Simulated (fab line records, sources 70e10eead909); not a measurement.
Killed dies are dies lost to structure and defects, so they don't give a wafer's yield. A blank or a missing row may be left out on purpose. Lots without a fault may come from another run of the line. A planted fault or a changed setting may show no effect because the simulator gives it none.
fab line records | flow nand_harc
record lots=13 wafers=39 last_day=33
route steps=1302 shown A_M0@1150 END@1302
lots that met no fault: from a run of the same line without faults
start_h: hours from the record's first day to the start of the lot's first wafer shown | wait_h: hours since the lot's step before | " the same as in the row above | L1.1+2: a row that stands for several wafers | - no value, or no start given | * or withheld: withheld | < > ~ a bound
route shown NAME@n: a module of which the file shows steps, and the number in the route of the first | usual: mean/standard deviation of fault-free wafers | same: alike in all rows | chamber/n: place in a boat | sites: the reading at each site | _std_site: their standard deviation | _edge_site: outer sites' mean less inner sites' | radius_mm: how far each site lies from the wafer's centre | mask NAME#n: copy n | behind: the tool/chamber that last shaped the wafer | hold: why the lot was held/for how many hours/how that ended | device: the transistor (n, p or np) that didn't switch | end of line: the same wafers' tests at the end of the route | a step without rows: its recipe alone | killed: dies lost to structure and defects at the first sort, not the wafer's yield | map: a wafer's dies, x killed, . not, _ none there
set.NAME: the setting as run; set.NAME@STEP: as run at that earlier step | model.NAME: the simulator's own value behind a step, which no gauge read
steps of the route over a sample of lots; a table a step, a row a wafer
services: from which hour (start_h, from the record's first day; less than 0 if before it) a tool's chamber was out of use, for how many hours, and why
## steps
# step NHARC_A_M0_DESCUM_14
# recipe time_s=3 o2_flow_sccm=200 ar_flow_sccm=0 bias_power_w=0 chemistry=O2
# usual drypump_motor_current_A=5.7/0.42 oes_product_au=0.999/0.0059 rf_vpp_V=57.7/0.94 showerhead_plenum_p_Torr=1.92/0.078 throttle_valve_pct=11.311/0.0092
# columns lot.wafer tool chamber start_h wait_h drypump_motor_current_A oes_product_au rf_hours_counter_h rf_vpp_V showerhead_plenum_p_Torr throttle_valve_pct
L686.3 rie_diel-10 3 530.99 0.1 5.6 1.007 2.8 59.5 1.96 11.307
L686.2 " 2 " " 6.3 0.994 3.8 58.8 1.79 11.311
L686.6 " 3 " " 5.6 1.007 - 59.0 1.96 11.319
L687.2 rie_diel-02 1 531.75 0.1 5.1 1.004 5.3 57.4 2.02 11.325
L687.5 " 3 " " 6.3 0.985 - 57.0 2.05 11.305
L687.4 " 1 " " 5.1 1.004 - 57.5 2.02 11.310
L688.2 rie_diel-10 2 545.03 0.1 6.3 0.996 4.1 57.1 1.79 11.315
L688.5 " 3 " " 5.6 1.008 - 56.6 1.96 11.311
L688.6 " 0 " " 5.5 1.001 - 57.7 1.87 11.312
L690.2 rie_diel-10 1 550.33 0.1 5.8 0.991 5.4 57.3 1.86 11.331
L690.4 " 2 " " 6.3 0.991 4.2 57.2 1.79 11.316
L690.1 " 3 " " 5.6 0.998 4.3 57.6 1.96 11.310
L692.3 rie_diel-04 3 593.91 0.1 5.9 0.996 3.6 57.3 2.01 11.303
L692.6 " 2 " " 5.0 1.005 - 57.1 1.99 11.305
L692.5 " 3 " " 5.9 1.005 - 58.9 2.01 11.311
L696.4 rie_diel-04 2 645.54 0.1 5.0 1.000 5.5 57.3 1.98 11.316
L696.6 " 1 " " 5.5 1.001 - 58.0 1.92 11.314
L696.5 " 2 " " 5.0 1.005 - 58.3 1.98 11.303
L699.4 rie_diel-10 2 653.44 0.1 6.3 1.000 2.4 56.0 1.79 11.315
L699.2 " 3 " " 5.6 0.993 3.4 56.8 1.95 11.299
L699.3 " 0 " " 5.6 0.996 3.0 57.0 1.86 11.303
L700.2 rie_diel-04 3 665.99 0.1 5.9 1.000 7.7 57.1 2.01 11.317
L700.5 " 2 " " 5.0 1.000 - 58.2 1.98 11.294
L700.4 " 1 " " 5.5 1.003 - 59.2 1.92 11.315
L703.4 rie_diel-04 2 693.52 0.1 5.0 1.000 8.5 57.7 1.98 11.312
L703.2 " 3 " " 5.9 1.001 9.5 55.9 2.00 11.302
L703.3 " 1 " " 5.6 1.002 8.1 56.6 1.92 11.313
L702.3 rie_diel-02 0 702.94 0.1 5.8 1.003 6.1 58.0 1.91 11.305
L702.2 " 1 " " 5.1 0.993 5.5 57.8 2.02 11.318
L702.1 " 2 " " 6.4 1.007 5.6 56.1 1.96 11.336
L707.4 rie_diel-10 0 725.41 0.1 5.6 0.987 6.5 57.8 1.86 11.308
L707.1 " 2 " " 6.3 0.999 5.7 57.4 1.79 11.301
L707.2 " 3 " " 5.6 0.994 6.9 59.0 1.95 11.318
L708.3 rie_diel-10 0 747.15 0.1 5.6 1.003 7.3 58.5 1.86 11.313
L708.1 " 1 " " 5.9 1.011 7.4 58.0 1.86 11.317
L708.6 " 3 " " 5.6 0.989 - 58.8 1.95 11.310
L709.1 rie_diel-10 3 755.41 0.1 5.6 0.994 8.1 57.1 1.95 11.303
L709.2 " 1 " " 5.8 0.997 7.5 58.2 1.86 11.303
L709.5 " 0 " " 5.6 0.994 - 58.8 1.86 11.304
# step NHARC_A_M0_PRE_CLEAN_29
# recipe time_s=30 temp_c=280 gas=H2/He
# usual heater_power_w=412/41
# columns lot.wafer tool chamber start_h wait_h heater_power_w
L686.3 pvd_sputter-02 - - - 409
L686.2 " - " " 349
L686.6 " - " " 413
L687.2 pvd_sputter-03 - - - 508
L687.4 " - " " 352
L687.5 " - " " 500
L688.2 pvd_sputter-02 - - - 404
L688.6 " - " " 349
L688.5 " - " " 397
L690.1 pvd_sputter-03 - - - 411
L690.2 " - " " 351
L690.4 " - " " 349
L692.3 pvd_sputter-02 - - - 399
L692.5 " - " " 359
L692.6 " - " " 402
L696.4 pvd_sputter-01 - - - 406
L696.6 " - " " 480
L696.5 " - " " 423
L699.2 pvd_sputter-01 - - - 423
L699.4 " - " " 432
L699.3 " - " " 483
L700.2 pvd_sputter-01 - - - 426
L700.4 " - " " 399
L700.5 " - " " 479
L703.4 pvd_sputter-02 - - - 405
L703.3 " - " " 369
L703.2 " - " " 347
L702.3 pvd_sputter-02 - - - 414
L702.1 " - " " 400
L702.2 " - " " 372
L707.1 pvd_sputter-02 - - - 354
L707.4 " - " " 419
L707.2 " - " " 412
L708.3 pvd_sputter-02 - - - 372
L708.1 " - " " 355
L708.6 " - " " 425
L709.1 pvd_sputter-01 - - - 421
L709.2 " - " " 424
L709.5 " - " " 408
# step NHARC_A_M0_PVD_20
# recipe target_thk_a=50 bias_v=168.6 power_w=15000 chamber_pressure_pa=0.12 time_s=8.06 substrate_temp_c=50 material=TaN
# usual throttle_valve_pct=29.7/1.1 time_s=8.06/0
# columns lot.wafer tool chamber start_h wait_h throttle_valve_pct time_s
L686.3 pvd_sputter-02 - 532.04 - 28.3 8.06
L686.2 " - " " 28.7 8.06
L686.6 " - " " 28.4 8.06
L687.4 pvd_sputter-03 - 532.80 - 28.6 8.06
L687.2 " - " " 30.2 8.06
L687.5 " - " " 28.4 8.06
L688.2 pvd_sputter-02 - 546.07 - 29.4 8.06
L688.6 " - " " 28.7 8.06
L688.5 " - " " 29.5 8.06
L690.4 pvd_sputter-03 - 551.35 - 30.2 8.06
L690.1 " - " " 28.4 8.06
L690.2 " - " " 28.6 8.06
L692.3 pvd_sputter-02 - 594.93 - 29.3 8.06
L692.6 " - " " 29.4 8.06
L692.5 " - " " 28.2 8.06
L696.4 pvd_sputter-01 - 646.59 - 29.2 9.4963
L696.6 " - " " 31.2 8.06
L696.5 " - " " 32.0 8.06
L699.2 pvd_sputter-01 - 654.49 - 29.6 8.06
L699.4 " - " " 30.9 9.4963
L699.3 " - " " 32.0 9.4963
L700.4 pvd_sputter-01 - 667.05 - 31.9 9.4963
L700.2 " - " " 29.3 8.06
L700.5 " - " " 29.5 8.06
L703.2 pvd_sputter-02 - 694.55 - 29.1 8.06
L703.4 " - " " 29.3 8.06
L703.3 " - " " 27.8 8.06
L702.1 pvd_sputter-02 - 703.98 - 27.9 8.06
L702.2 " - " " 29.3 8.06
L702.3 " - " " 29.0 8.06
L707.4 pvd_sputter-02 - 726.44 - 27.9 8.06
L707.1 " - " " 29.4 8.06
L707.2 " - " " 29.0 8.06
L708.1 pvd_sputter-02 - 748.23 - 29.4 8.06
L708.3 " - " " 29.4 8.06
L708.6 " - " " 29.5 8.06
L709.2 pvd_sputter-01 - 756.46 - 30.9 8.06
L709.1 " - " " 32.1 8.06
L709.5 " - " " 30.9 8.06
# step NHARC_A_M0_ANNEAL_30
# recipe temp_c=225 time_s=90
# usual anneal_temp_c_max=226.1/0.55 wafer_temp_C_max=226.3/0.48
# columns lot.wafer tool chamber start_h wait_h anneal_temp_c_max wafer_temp_C_max
L686.2 rtp_anneal-01 0 532.72 - 225.8 227.2
L686.3 " 0 " " 225.7 227.4
L686.6 " 0 " " 225.9 227.2
L687.2 rtp_anneal-02 0 533.46 - 226.6 225.9
L687.4 " 0 " " 226.3 226.1
L687.5 " 0 " " 226.4 226.2
L688.2 rtp_anneal-02 0 546.74 - 226.6 226.2
L688.5 " 0 " " 226.6 225.6
L688.6 " 0 " " 226.8 226.2
L690.1 rtp_anneal-02 0 551.98 0.3 226.8 226.3
L690.2 " 0 " " 226.2 226.4
L690.4 " 0 " " 226.5 226.0
L692.3 rtp_anneal-02 0 595.66 0.3 226.3 225.7
L692.5 " 0 " " 226.2 226.6
L692.6 " 0 " " 226.4 226.1
L696.4 rtp_anneal-01 0 647.47 - 225.6 226.9
L696.5 " 0 " " 225.8 226.7
L696.6 " 0 " " 225.6 226.3
L699.2 rtp_anneal-01 0 655.15 0.4 225.4 226.2
L699.3 " 0 " " 225.7 227.6
L699.4 " 0 " " 225.5 226.8
L700.2 rtp_anneal-01 0 667.73 0.3 225.4 227.2
L700.4 " 0 " " 225.7 226.5
L700.5 " 0 " " 225.9 226.7
L703.2 rtp_anneal-01 0 695.23 - 225.6 226.4
L703.3 " 0 " " 225.7 226.3
L703.4 " 0 " " 225.6 226.8
L702.1 rtp_anneal-02 0 704.60 - 226.4 226.1
L702.2 " 0 " " 226.6 226.1
L702.3 " 0 " " 226.8 225.7
L707.1 rtp_anneal-02 0 727.06 - 226.9 225.9
L707.2 " 0 " " 226.2 226.3
L707.4 " 0 " " 225.9 226.0
L708.1 rtp_anneal-01 0 748.86 - 225.5 226.6
L708.3 " 0 " " 225.2 226.6
L708.6 " 0 " " 225.4 226.5
L709.1 rtp_anneal-01 0 757.07 - 225.6 227.5
L709.2 " 0 " " 225.2 226.8
L709.5 " 0 " " 225.2 226.4
# step NHARC_END_SORT_01
# recipe temp_c=25
# usual defect_limited_yield=90.7/2.6 killed_at_array=59/17 killed_at_other=0.7/0.9 killed_at_periphery=3.6/2.3 killed_dies=63/18 killed_open=3.4/1.9 killed_short=2.6/1.7
# same gross_dies=677
# columns lot.wafer tool chamber start_h wait_h defect_limited_yield[%] killed_at_array killed_at_other killed_at_periphery killed_dies killed_open killed_short
L699.2 prober-02 0 692.57 2.8 89.2 70 0 3 73 5 2
L699.3 prober-02 0 693.36 3.1 87.1 79 1 7 87 5 2
L699.4 prober-02 0 694.16 3.4 88.2 71 0 9 80 3 5
L703.2 prober-02 0 734.09 2.8 85.2 94 0 6 100 4 4
L703.3 prober-02 0 734.90 3.1 88.6 74 0 3 77 1 4
L703.4 prober-02 0 735.70 3.4 87.1 82 1 4 87 1 3
# killed by level:class
L699.2 A_CHANNEL_HOLE_D1:chamber_film_flake=35 A_CHANNEL_HOLE_D2:chamber_film_flake=20 A_STAIRCASE:chamber_film_flake=5 A_CONTACT:chamber_film_flake=4 A_CHANNEL_FILL_D1:geometric_particle:short=2 P_GATE:geometric_particle:open=1 P_M1:geometric_particle:open=1 A_DECK1_JOINT:geometric_particle:open=1
L699.3 A_CHANNEL_HOLE_D1:chamber_film_flake=36 A_CHANNEL_HOLE_D2:chamber_film_flake=21 A_STAIRCASE:chamber_film_flake=5 A_WL_FILL:chamber_film_flake=5 P_STI:chamber_film_flake=3 A_CONTACT:chamber_film_flake=3 A_CONTACT:geometric_particle:open=2 A_CHANNEL_FILL_D2:chamber_film_flake=2
L699.4 A_CHANNEL_HOLE_D1:chamber_film_flake=31 A_CHANNEL_HOLE_D2:chamber_film_flake=17 A_STAIRCASE:chamber_film_flake=8 A_CONTACT:chamber_film_flake=6 A_WL_FILL:chamber_film_flake=4 P_CONTACT:geometric_particle:short=2 P_M0:geometric_particle:open=2 A_WL_FILL:geometric_particle:short=2
L703.2 A_CHANNEL_HOLE_D1:chamber_film_flake=35 A_SLIT:chamber_film_flake=34 A_CONTACT:chamber_film_flake=11 A_WL_FILL:chamber_film_flake=4 P_CONTACT:geometric_particle:open=2 A_DECK1_JOINT:geometric_particle:open=2 P_GATE:chamber_film_flake=2 A_STAIRCASE:chamber_film_flake=2
L703.3 A_CHANNEL_HOLE_D1:chamber_film_flake=30 A_SLIT:chamber_film_flake=18 A_CONTACT:chamber_film_flake=12 A_DECK1_JOINT:chamber_film_flake=5 A_WL_FILL:chamber_film_flake=3 P_GATE:geometric_particle:open=1 A_CHANNEL_FILL_D1:geometric_particle:short=1 A_ONON_D2:geometric_particle:short=1
L703.4 A_SLIT:chamber_film_flake=34 A_CHANNEL_HOLE_D1:chamber_film_flake=28 A_CONTACT:chamber_film_flake=12 P_GATE:chamber_film_flake=2 A_DECK1_JOINT:chamber_film_flake=2 A_WL_FILL:chamber_film_flake=2 A_CHANNEL_FILL_D2:geometric_particle:short=1 A_WL_FILL:geometric_particle:open=1
## services
# columns tool chamber start_h hours kind
rie_diel-10 3 521.30 9.5 repair
rie_diel-04 - 531.90 9.0 pm
rie_diel-10 2 534.59 5.0 repair
pvd_sputter-03 - 557.91 10.0 pm
rie_diel-04 2 568.03 3.5 repair
rie_diel-10 3 574.85 7.8 repair
pvd_sputter-01 - 590.74 10.0 pm
rie_diel-10 - 596.50 9.0 pm
rie_diel-04 0 613.01 8.8 repair
rie_diel-04 2 615.28 4.2 repair
rie_diel-04 1 616.44 17.4 repair
rie_diel-04 0 631.12 7.6 repair
rie_diel-04 3 631.85 4.4 repair
pvd_sputter-02 - 632.49 0.8 repair
pvd_sputter-02 - 638.00 10.0 pm
rie_diel-04 0 663.11 4.3 repair
pvd_sputter-03 - 663.78 3.1 repair
pvd_sputter-03 - 668.05 2.3 repair
rie_diel-04 - 675.13 0.4 repair
rie_diel-10 2 675.40 12.7 repair
pvd_sputter-01 - 692.01 0.8 repair
rie_diel-04 - 708.90 9.0 pm
pvd_sputter-01 - 718.81 1.5 repair
rtp_anneal-02 - 744.00 12.0 pm
## key
first_sign step=NHARC_A_M0_PVD_20 reading=time_s direction=up sigmas=99+ usual=* struck=*
effect none on later readings
met_at NHARC_A_M0_PVD_20
struck_lots L696,L699,L700
struck_wafers L696.4,L699.3,L699.4,L700.4
not_acting_at NHARC_A_M0_DESCUM_14,NHARC_A_M0_PRE_CLEAN_29,NHARC_A_M0_ANNEAL_30
fault kind=process_parameter_drift tool=pvd_sputter-01 chamber=- onset_h=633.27 steps=NHARC_A_M0_PVD_20 channel=time_s offset=* shape=step end_h=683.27 scope=struck_wafers_only acts_in=* stated=*
